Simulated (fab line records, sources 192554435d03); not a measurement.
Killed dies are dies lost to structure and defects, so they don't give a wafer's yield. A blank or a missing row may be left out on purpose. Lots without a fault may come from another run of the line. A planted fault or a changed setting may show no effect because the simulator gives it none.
Split-lot experiment | flow n5_finfet | 7 lots, 21 wafers read, on a route of 1938 steps

THE SPLIT
At N5_BEOL_M13_TRENCH_ETCH_34 (etches SiOC in C4F8/O2/Ar, target depth 413.47 nm, time 162.6 s), the setting time_s was moved away from the recipe's 162.6 s on 8 of the 21 wafers read, by -20.2% to -6.3%. The other wafers ran this setting at the recipe's value.

FROM THE SPLIT TO THE READING: what the file shows between them, 1 step
- N5_BEOL_M13_STRIP_70: strips in C4F8/O2/Ar

THE READING
trench_depth_nm, in nm, at N5_BEOL_M13_OCD_MEAS_35. Fault-free wafers of this fab line usually give 412 nm, standard deviation 6 nm.

wafer  | tool, chamber at the split | time_s as run, s | against the recipe | trench_depth_nm, nm | against lot-mates on the recipe
L078.1 | rie_diel-02, 1             | 162.6            | recipe             | 428                 | -
L078.4 | rie_diel-02, 2             | 162.6            | recipe             | 418                 | -
L078.5 | rie_diel-02, 2             | 137.3            | -15.6%             | 350                 | -73
L079.1 | rie_diel-06, 2             | 129.8            | -20.2%             | 328                 | -86
L079.4 | rie_diel-06, 3             | 129.8            | -20.2%             | 326                 | -88
L079.6 | rie_diel-06, 1             | 162.6            | recipe             | 414                 | -
L082.2 | rie_diel-03, 2             | 162.6            | recipe             | 402                 | -
L082.5 | rie_diel-03, 2             | 151.2            | -7.0%              | 375                 | -27
L082.6 | rie_diel-03, 3             | 151.2            | -7.0%              | 383                 | -19
L084.3 | rie_diel-02, 0             | 162.6            | recipe             | 418                 | -
L084.4 | rie_diel-02, 3             | 162.6            | recipe             | 407                 | -
L084.5 | rie_diel-02, 0             | 162.6            | recipe             | 413                 | -
L088.3 | rie_diel-03, 0             | 152.4            | -6.3%              | 373                 | -27
L088.5 | rie_diel-03, 0             | 162.6            | recipe             | 400                 | -
L088.6 | rie_diel-03, 1             | 152.4            | -6.3%              | 390                 | -10
L089.2 | rie_diel-06, 2             | 162.6            | recipe             | 403                 | -
L089.5 | rie_diel-06, 1             | 162.6            | recipe             | 410                 | -
L089.6 | rie_diel-06, 2             | 162.6            | recipe             | 406                 | -
L090.1 | rie_diel-02, 1             | 162.6            | recipe             | 417                 | -
L090.3 | rie_diel-02, 3             | 162.6            | recipe             | 419                 | -
L090.4 | rie_diel-02, 1             | 132.9            | -18.3%             | 341                 | -77

THE FIT
A straight line over all 21 wafers: trench_depth_nm changes by +4.12 nm for each +1% of time_s; r = +0.97; the points scatter about the line by 7.5 nm.
The same after taking each lot's own level away (the mean of its wafers on the recipe; 21 wafers): +4.3 nm for each +1%; r = +0.99; scatter 5.5 nm.
On that fit, the largest move of time_s shifts the reading by 87 nm.
The lots' own levels span 400.0 to 423.0 nm, that is 3.8 times the standard deviation above.
So the lot-to-lot level changes the slope little: the two slopes agree.
Check: with one of the wafers moved furthest among these (-20.2%) left out of the fit, the line predicts -85.2 nm for it against its lot-mates. It came out at -86 nm against them.

OTHER SPLITS ON THESE WAFERS
These wafers also went through other splits before the reading. Each is held against what the fit with the lots' levels taken away leaves over:
other split on the same wafers | wafers away from the commonest value | r with trench_depth_nm (lot level and that fit taken away)
N5_BEOL_M6_ETCH_66 bias_w      | 8                                    | -0.31
N5_BEOL_M7_VIA_ETCH_34 bias_w  | 9                                    | -0.02
N5_BEOL_M7_ETCH_41 source_w    | 8                                    | -0.29
N5_BEOL_M8_ETCH_65 source_w    | 7                                    | +0.04
N5_BEOL_M11_PECVD_70 temp_c    | 9                                    | -0.12
N5_BEOL_M11_COAT_59 spin_rpm   | 7                                    | -0.17
N5_BEOL_M11_CURE_72 time_s     | 7                                    | -0.04
N5_BEOL_M11_ALD_74 ald_cycles  | 5                                    | +0.34
N5_BEOL_M12_ETCH_67 source_w   | 6                                    | +0.29
N5_BEOL_M12_ETCH_38 time_s     | 4                                    | -0.37

THE WHOLE CHAIN: every reading that the file lists as answering this split, in the file's order
step                       | what it does                                                    | reading                                                        | change (the file's fit)              | r (the file's)
N5_BEOL_M13_TRENCH_ETCH_34 | etches SiOC in C4F8/O2/Ar, target depth 413.47 nm, time 162.6 s | etch.depth_nm (the simulator's own value, which no gauge read) | +4.28 nm for each +1% of the setting | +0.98
N5_BEOL_M13_OCD_MEAS_35    |                                                                 | trench_depth_nm                                                | +4.27 nm for each +1% of the setting | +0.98

THE FILE'S OWN FIT
trench_depth_nm changes by +4.27 nm for each +1% of time_s, r = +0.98.
